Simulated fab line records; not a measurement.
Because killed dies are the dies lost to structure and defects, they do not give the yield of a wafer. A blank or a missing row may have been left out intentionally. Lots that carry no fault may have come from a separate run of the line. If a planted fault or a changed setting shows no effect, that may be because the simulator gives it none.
fab line records | flow n5Finfet
record lots=4 wafers=11 lastDay=17
route steps=1938 shown BEOL_M0_SAQP@669 BEOL_M4@1111 PASSIVATION@1936
lots that met no fault: taken from a fault-free run of the same line
startH: start of the lot's first displayed wafer, in hours after the record's first day | waitH: hours elapsed since this lot's preceding step | " as in the row above | L1.1+2: several wafers, shown together as one row | - either no value or no given start | * or withheld: withheld | < > ~ a bound
route shown NAME@n: a module of which the file shows steps, and the number in the route of the first | usual: mean and standard deviation over wafers with no fault | same: alike in all rows | chamber/n: place in a boat | sites: the reading at each site | _std_site: the standard deviation of these | _edge_site: the outer-site mean with the inner-site mean subtracted | radiusMm: how far each site lies from the wafer's centre | mask NAME#n: copy n | behind: tool/chamber where the wafer was last shaped | hold: what put the lot on hold/how long, in hours/how the hold closed | device: which transistor (n, p or np) failed to switch | end of line: tests of these same wafers at the route's end | a step with no rows: only its recipe | killed: dies lost to structure and defects at the first sort, not the wafer's yield | map: a wafer's dies, x killed, . not, _ none there
set.NAME: setting as actually run; set.NAME@STEP: the setting as run at that earlier step | model.NAME: the simulator's own value behind a step, which no gauge read
certain route steps with their lots: each step a table, each wafer a row
services: the hour from which a tool's chamber was out of use, counted from the record's first day as startH (under 0 if before that day), plus the number of hours and why
## steps
# step N5_BEOL_M0_SAQP_MANDREL_ETCH_103
# recipe chemistry=HBr/Cl2 target=a-Si targetDepthA=450 btTimeS=10 stopOn=SiCN maskMaterial=SiO2 overEtchFrac=0.8 timeS=27 pressureMtorr=10 icpW=800 biasW=75 HBr_flow_sccm=150 Cl2_flow_sccm=80 ends=endPoint
# step N5_BEOL_M0_SAQP_RECESS_104
# recipe chemistry=HF/NH3 target=SiO2 targetDepthA=180 afsCycles=3 tempC=30 sublimationTempC=180 sublimationTimeS=60
# step N5_BEOL_M0_SAQP_COAT_105
# recipe resist=SOC tempC=250 timeS=60 spinRpm=1500 resistThkNm=100
# step N5_BEOL_M0_SAQP_ETCH_106
# recipe chemistry=N2/H2 target=SOC targetDepthA=1500 stopOn=SiNx ionEnergyEv=100 biasW=61 pressureMtorr=30 sourceW=850 n2FlowSccm=200 h2FlowSccm=200
# step N5_BEOL_M0_SAQP_ETCH_107
# recipe chemistry=CH3F/O2 target=SiNx targetDepthA=300 maskMaterial=SOC pressureMtorr=30 sourceW=395 biasW=73 Ar_flow_sccm=150 CH3F_flow_sccm=30 O2_flow_sccm=20 ionEnergyEv=120
# step N5_BEOL_M0_SAQP_STRIP_108
# recipe chemistry=N2/H2 powerW=500 tempC=40 pressureMtorr=50 rfFrequencyHz=6e+07 overashFraction=0.3 biasPowerW=28 h2Frac=0.5 n2FlowSccm=300 h2FlowSccm=300
# step N5_BEOL_M0_SAQP_RECESS_109
# recipe chemistry=HF/NH3 target=SiO2 targetDepthA=30 afsCycles=1 tempC=30 sublimationTempC=180 sublimationTimeS=60
# step N5_BEOL_M0_SAQP_SPACER2_ALD_26
# recipe material=SiO2 targetThkA=150 tempC=300 aldPrecursorFamily=BDEAS aldCoReactant=O2-plasma pulseTimeS=1 purgeTimeS=2 coReactantPurgeTimeS=2 pressureTorr=2
# step N5_BEOL_M0_SAQP_SPACER2_ETCHBACK_27
# recipe chemistry=CHF3/O2 mode=anisotropicEtchback target=SiO2 targetDepthA=225 timeS=11.25 pressureMtorr=30 sourceW=650 biasW=170 Ar_flow_sccm=200 CHF3_flow_sccm=50 O2_flow_sccm=5 ionEnergyEv=200
# step N5_BEOL_M0_SAQP_MANDREL2_REMOVE_110
# recipe chemistry=HBr/Cl2/O2 btTimeS=10 target=a-Si stopOn=SiCN endpoint=OES-SiCl overEtchFrac=1 icpW=600 biasW=30 HBr_flow_sccm=150 Cl2_flow_sccm=80 O2_flow_sccm=5 pressureMtorr=10
# step N5_BEOL_M0_SAQP_COAT_69
# recipe resist=SOC tempC=250 timeS=60 spinRpm=1500 resistThkNm=90
# step N5_BEOL_M0_SAQP_COAT_72
# recipe resist=SiARC tempC=220 timeS=60 spinRpm=1500 resistThkNm=15
# usual spinSpeedRpm=1499.8/0.94
# columns lot.wafer tool chamber startH waitH spinSpeedRpm model.SiARC_of_BEOL_M0_SAQP_COAT_72.thkNm
L143.1 lithoTrack-05 0 187.72 - 1500.4 15
L143.2 " 0 " " 1497.7 15
L149.3 lithoTrack-05 0 218.49 - 1764.1 13.8
L149.4 " 0 " " 1764.1 13.8
L149.6 " 0 " " 1764.9 13.8
L150.2 lithoTrack-03 0 230.43 - 1500.7 15
L150.3 " 0 " " 1499.5 15
L150.6 " 0 " " 1501.1 15
L151.1 lithoTrack-05 0 230.75 - 1766.0 13.8
L151.5 " 0 " " 1762.6 14
L151.6 " 0 " " 1765.7 13.8
# step N5_BEOL_M0_SAQP_COAT_87
# recipe resist=underlayer tempC=205 timeS=60 spinRpm=1500 resistThkNm=5
# step N5_BEOL_M0_SAQP_COAT_34
# recipe resist=CAR-EUV spinRpm=1500 resistThkNm=30
# step N5_BEOL_M0_SAQP_EBR_36
# recipe solvent=PGMEA ebrWidthMm=1.5
# step N5_BEOL_M0_SAQP_SOFTBAKE_35
# recipe tempC=110 timeS=60 resist=CAR-EUV
# step N5_BEOL_M0_SAQP_EXPOSE_37
# recipe maskId=M0_CUT1 na=0.33 sourceShape=annular sigmaInner=0.35 sigmaOuter=0.8 polarization=unpolarized targetCdNm=30 doseMj=44.75
# step N5_BEOL_M0_SAQP_PEB_38
# recipe pebTempC=100 pebTimeS=60 resist=CAR-EUV
# step N5_BEOL_M0_SAQP_DEVELOP_39
# recipe developTimeS=30 developer=TMAH resist=CAR-EUV rinseLiquid=surfactantRinse dry=airSpin devTempC=23
# step N5_BEOL_M0_SAQP_DESCUM_45
# recipe chemistry=O2 timeS=7 sourcePowerW=50 biasPowerW=20 pressureMtorr=20 rfFrequencyHz=2.712e+07 tempC=40 resist=CAR-EUV o2FlowSccm=225
# step N5_BEOL_M0_SAQP_ETCH_88
# recipe chemistry=N2/H2 target=underlayer targetDepthA=65 timeS=5.2 ionEnergyEv=200 maskMaterial=CAR-EUV pressureMtorr=30 sourceW=840 biasW=150 n2FlowSccm=200 h2FlowSccm=200 ends=cleared
# step N5_BEOL_M0_SAQP_ETCH_73
# recipe chemistry=CF4 target=SiARC targetDepthA=195 maskMaterial=CAR-EUV timeS=32.5 ionEnergyEv=80 pressureMtorr=40 sourceW=545 biasW=36 Ar_flow_sccm=100 cf4FlowSccm=100 ends=cleared
# usual drypumpMotorCurrentA=5.8/0.46 etchRfOnTimeS=32.7/0.84 oesProductAu=0.61/0.031 rfVppV=184.4/1.2 showerheadPlenumPTorr=2.18/0.053 throttleValvePct=15.72/0.2
# columns lot.wafer tool chamber startH waitH drypumpMotorCurrentA etchRfOnTimeS oesProductAu rfHoursCounterH rfVppV showerheadPlenumPTorr throttleValvePct model.etch.depthNm
L143.1 rieDiel-03 1 188.80 0.0 6.4 32.6 0.58 234 185.6 2.19 15.80 15.09
L143.2 " 2 " " 5.6 33.9 0.65 110 182.9 2.16 15.84 15.03
L149.3 rieDiel-05 0 219.06 0.0 5.3 27.9 0.66 166 183.3 2.23 15.50 13.78
L149.4 " 3 " " 6.0 29.4 0.58 235 183.6 2.13 15.82 13.84
L149.6 " 1 " " 5.1 30.7 0.59 - 184.4 2.22 15.87 13.81
L150.2 rieDiel-06 2 230.87 0.0 6.7 32.6 0.65 148 183.1 2.07 15.68 14.98
L150.3 " 1 " " 5.7 32.3 0.58 218 185.2 2.21 15.56 15
L150.6 " 0 " " 5.7 33.6 0.59 - 186.1 2.18 15.48 14.99
L151.1 rieDiel-06 2 231.19 0.0 6.7 30.5 0.64 148 183.5 2.07 15.69 13.86
L151.5 " 1 " " 5.7 30.1 0.58 - 185.0 2.21 15.56 13.9
L151.6 " 2 " " 6.7 30.6 0.64 - 182.9 2.07 15.70 13.87
# step N5_BEOL_M0_SAQP_CUT_ETCH_46
# recipe chemistry=N2/H2 target=SOC targetDepthA=1350 overetchA=270 tempC=40 timeS=202.5 ionEnergyEv=200 maskMaterial=SiARC pressureMtorr=30 sourceW=840 biasW=150 n2FlowSccm=200 h2FlowSccm=200
# usual drypumpMotorCurrentA=5.8/0.46 rfVppV=525.3/2.1 showerheadPlenumPTorr=2.60/0.076 throttleValvePct=18.00/0.27
# columns lot.wafer tool chamber startH waitH drypumpMotorCurrentA rfHoursCounterH rfVppV showerheadPlenumPTorr throttleValvePct model.SiARC_of_BEOL_M0_SAQP_COAT_72.thkNm
L143.1 rieDiel-03 1 188.83 0.0 6.4 234 525.7 2.64 18.18 5.4
L143.2 " 2 " " 5.6 110 524.2 2.57 18.12 5.8
L149.3 rieDiel-05 0 219.09 0.0 5.3 167 526.5 2.63 17.53 3
L149.4 " 3 " " 6.0 235 522.7 2.51 18.05 3
L149.6 " 1 " " 5.1 - 526.9 2.65 18.18 4
L150.2 rieDiel-06 2 230.90 0.0 6.7 148 520.0 2.44 17.91 4.6
L150.3 " 1 " " 5.7 218 525.2 2.61 17.61 5
L150.6 " 0 " " 5.7 - 526.8 2.62 17.78 5
L151.1 rieDiel-06 2 231.22 0.0 6.7 148 520.1 2.44 17.90 3.6
L151.5 " 1 " " 5.7 - 526.2 2.61 17.63 4
L151.6 " 2 " " 6.7 - 522.2 2.44 17.92 3.4
# step N5_BEOL_M0_SAQP_STRIP_74
# recipe chemistry=N2/H2 tempC=40 n2FlowSccm=200 h2FlowSccm=200 rfFrequencyHz=6e+07
# step N5_BEOL_M4_RC_MEAS_101
# usual DIBL_N=36.2/2.2 DIBL_P=36.5/3 IOFF_N=0.16/0.039 IOFF_P=0.22/0.047 ION_N=675/15 ION_P=463/10 SS_N=71.6/0.71 SS_P=73.4/0.94 VT_N=250/3.6 VT_P=-250/3.9
# columns lot.wafer tool chamber startH waitH DIBL_N[mV/V] DIBL_P[mV/V] IOFF_N[nA/um] IOFF_P[nA/um] ION_N[uA/um] ION_P[uA/um] SS_N[mV/dec] SS_P[mV/dec] VT_N[mV] VT_P[mV]
L143.1 prober-02 0 248.27 0.0 33.4 32.0 0.12 0.16 676 463 71.4 72.1 253 -251
L143.2 " 0 " " 36.8 36.9 0.19 0.26 703 484 72.2 73.4 248 -244
L149.3 prober-02 0 285.43 0.4 35.8 35.7 0.15 0.23 671 474 71.6 72.8 250 -244
L149.4 " 0 " " 36.1 36.2 0.18 0.24 699 487 72.1 72.3 248 -246
L149.6 " 0 " " 36.7 36.4 0.17 0.23 699 480 72.3 73.0 247 -248
L151.1 prober-01 0 286.71 0.0 37.5 38.6 0.20 0.27 690 479 72.5 74.1 246 -246
L151.5 " 0 " " 35.1 35.7 0.15 0.24 664 463 71.5 73.5 251 -247
L151.6 " 0 " " 35.6 35.9 0.15 0.22 662 453 72.2 72.6 249 -248
L150.2 prober-02 0 289.77 0.2 34.5 34.9 0.15 0.23 695 480 71.0 72.4 246 -243
L150.3 " 0 " " 35.0 35.5 0.16 0.24 670 475 71.6 73.1 247 -246
L150.6 " 0 " " 32.6 32.1 0.12 0.19 646 457 70.8 72.4 252 -247
# step N5_PASSIVATION_PROBE_49
# usual defectLimitedYield=91.5/1.5 killed_at_M0_to_M3=32/10 killed_at_M4_up=13/4.9 killedAtContacts=13/6.1 killedAtFrontEnd=38/11 killedAtOther=3/3.2 killedDies=101/18 killedOpen=66/13 killedShort=32/8.3 sort_bin_5_function=5.0/1 sort_bin_6_memory=3.2/0.74 sort_bin_8_speed=0.1/1.1 sortNPass=1078/22 sortYieldPct=91.3/1.9
# same grossDies=1180 killedAtBackSide=0 sort_bin_4_leakage[%]=0
# columns lot.wafer tool chamber startH waitH defectLimitedYield[%] killed_at_M0_to_M3 killed_at_M4_up killedAtContacts killedAtFrontEnd killedAtOther killedDies killedOpen killedShort sort_bin_5_function[%] sort_bin_6_memory[%] sort_bin_8_speed[%] sortNPass sortYieldPct[%]
L143.1 prober-02 - 352.72 0.0 93.1 19 9 13 38 3 82 55 26 5.1 1.8 0 1098 93.1
L143.2 prober-02 - 352.77 0.1 92.5 23 22 10 28 5 88 65 22 3.7 3.6 0 1092 92.5
L149.3 prober-02 - 392.86 0.6 88.6 39 16 26 45 9 135 88 37 6.1 4.2 0 1045 88.6
L149.6 prober-02 - 393.01 0.7 92.2 37 9 5 37 4 92 58 34 4.7 2.7 0 1088 92.2
L151.1 prober-01 - 402.25 0.0 91.9 29 22 16 23 5 95 71 23 4.7 3.1 0 1085 91.9
L151.5 prober-01 - 402.45 0.2 93.1 36 15 6 24 1 82 57 25 4.2 2.5 0 1098 93.1
L151.6 prober-01 - 402.50 0.3 90.3 34 23 9 38 10 114 79 31 5.2 3.7 0 1066 90.3
# killed by level:class
L143.1 MOL_CONTACT_COAG:geometricParticle:open=12 FIN_SAQP:geometricParticle:short=6 DUMMY_GATE:geometricParticle:open=6 GATE_CUT:geometricParticle:short=6 BEOL_M1:geometricParticle:open=5 FIN_SAQP:geometricParticle:open=3 SPACER0:geometricParticle:open=3 GATE_CUT:geometricParticle:open=3
L143.2 MOL_CONTACT_COAG:geometricParticle:open=9 BEOL_M4:geometricParticle:open=8 DUMMY_GATE:geometricParticle:open=7 BEOL_M0_SAQP:geometricParticle:open=7 BEOL_M8:geometricParticle:open=6 FIN_SAQP:geometricParticle:open=4 STI_FIN_REVEAL:geometricParticle:open=4 BEOL_M0_SAQP:geometricParticle:short=4
L149.3 MOL_CONTACT_COAG:geometricParticle:open=20 BEOL_M2:geometricParticle:open=16 HKMG_FIN:areaEtch=10 BEOL_M4:geometricParticle:open=7 MOL_CONTACT_COAG:geometricParticle:short=6 STI_FIN_REVEAL:geometricParticle:open=5 ILD0:geometricParticle:open=5 MIM_TOP_ETCH:geometricParticle:open=5
L149.6 BEOL_M2:geometricParticle:open=13 BEOL_M1:geometricParticle:short=7 GATE_CUT:geometricParticle:short=6 STI_FIN_REVEAL:geometricParticle:open=5 DUMMY_GATE:geometricParticle:open=5 GATE_CUT:geometricParticle:open=4 STARTING-WAFER:geometricParticle:short=4 BEOL_M0:geometricParticle:open=4
L151.1 BEOL_M4:geometricParticle:open=13 MOL_CONTACT_COAG:geometricParticle:open=12 BEOL_M1:geometricParticle:open=8 BEOL_M3:geometricParticle:open=7 BEOL_M0_SAQP:geometricParticle:open=6 DUMMY_GATE:geometricParticle:open=5 MOL_CONTACT_COAG:geometricParticle:short=4 BEOL_M0_SAQP:geometricParticle:short=4
L151.5 BEOL_M0_SAQP:geometricParticle:open=7 BEOL_M4:geometricParticle:open=7 BEOL_M0_SAQP:geometricParticle:short=6 BEOL_M3:geometricParticle:open=6 FIN_SAQP:geometricParticle:open=5 MOL_CONTACT_COAG:geometricParticle:open=5 BEOL_M1:geometricParticle:open=5 BEOL_M1:geometricParticle:short=5
L151.6 BEOL_M0_SAQP:geometricParticle:open=10 BEOL_M4:geometricParticle:open=10 FIN_SAQP:geometricParticle:short=8 MOL_CONTACT_COAG:geometricParticle:open=8 STARTING-WAFER:geometricParticle:open=6 BEOL_M1:geometricParticle:open=6 BEOL_M2:geometricParticle:open=6 MIM_TOP_ETCH:geometricParticle:open=6
## services
# columns tool chamber startH hours kind
rieDiel-06 - 182.23 2.8 pm
## key
firstSign step=N5_BEOL_M0_SAQP_COAT_72 reading=spinSpeedRpm direction=up sigmas=99+ usual=* struck=*
effect step=N5_BEOL_M0_SAQP_ETCH_73 reading=etchRfOnTimeS direction=down sigmas=3.4 usual=* struck=*
modelEffect step=N5_BEOL_M0_SAQP_COAT_72 value=SiARC_of_BEOL_M0_SAQP_COAT_72.thkNm without=15 struck=13.83
modelEffect step=N5_BEOL_M0_SAQP_ETCH_73 value=etch.depthNm without=15.02 struck=13.84
modelEffect step=N5_BEOL_M0_SAQP_CUT_ETCH_46 value=SiARC_of_BEOL_M0_SAQP_COAT_72.thkNm without=4.667 struck=3.5
metAt N5_BEOL_M0_SAQP_COAT_72
struckWafers L149.3,L149.4,L149.6,L151.1,L151.5,L151.6
baselineLoss step=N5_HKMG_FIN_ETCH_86 wafers=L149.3
onsetBetween 187.72 218.49
fault kind=processParameterDrift tool=lithoTrack-05 chamber=- onsetH=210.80 steps=N5_BEOL_M0_SAQP_COAT_72 channel=spinRpm offset=* shape=step endH=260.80 actsIn=* stated=*
# baselineLoss: these wafers lose ten dies or more at that step, a loss of the line's own and not of a fault; the sort's usual values leave them out
